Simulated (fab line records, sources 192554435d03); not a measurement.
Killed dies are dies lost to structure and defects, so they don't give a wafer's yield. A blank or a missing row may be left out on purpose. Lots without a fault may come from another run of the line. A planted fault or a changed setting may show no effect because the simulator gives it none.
Chamber matching | flow n5_finfet | N5_MOL_CONTACT_COAG_CO_FILL_22 on cvd_co-01: 3 sister chambers
The step material Co, precursor CCTBA/H2, target thk 20 nm. 3 wafers are shown with their chamber, then 12 later ones without.

WAFERS WITH THEIR CHAMBER
wafer  | chamber | heater_power_w (W)
L089.6 | 2       | 219
L090.3 | 1       | 268
L090.5 | 0       | 220

WAFERS WITHOUT THEIR CHAMBER
wafer  | heater_power_w (W)
L093.3 | 227
L093.5 | 224
L093.6 | 267
L094.2 | 220
L094.4 | 222
L094.6 | 279
L096.2 | 268
L096.4 | 268
L096.6 | 224
L097.3 | 271
L097.4 | 221
L097.5 | 266

WHICH CHAMBER EACH WENT THROUGH
wafer  | from the rows above     | in truth
L093.3 | can't be placed: 0 or 2 | 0
L093.5 | can't be placed: 0 or 2 | 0
L093.6 | 1                       | 1
L094.2 | can't be placed: 0 or 2 | 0
L094.4 | can't be placed: 0 or 2 | 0
L094.6 | 1                       | 1
L096.2 | 1                       | 1
L096.4 | 1                       | 1
L096.6 | can't be placed: 0 or 2 | 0
L097.3 | 1                       | 1
L097.4 | can't be placed: 0 or 2 | 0
L097.5 | 1                       | 1
Placed correctly: 6 of 12. Can't be placed from these rows: 6 (the true chamber is among the candidates in 6). Placed wrongly: 0.
How it was worked out, from the rows above alone: a wafer's distance from a chamber is the root of the sum, over the readings, of the square of ((its reading less the chamber's mean) divided by the reading's scatter). The wafer belongs to the nearest chamber; if the next one is less than 2 further off, it can't be placed. A chamber's mean is the mean of its shown wafers. The scatter: with one shown wafer a chamber, the root of the mean of the squares of how far each hidden wafer lies from its nearest shown one.
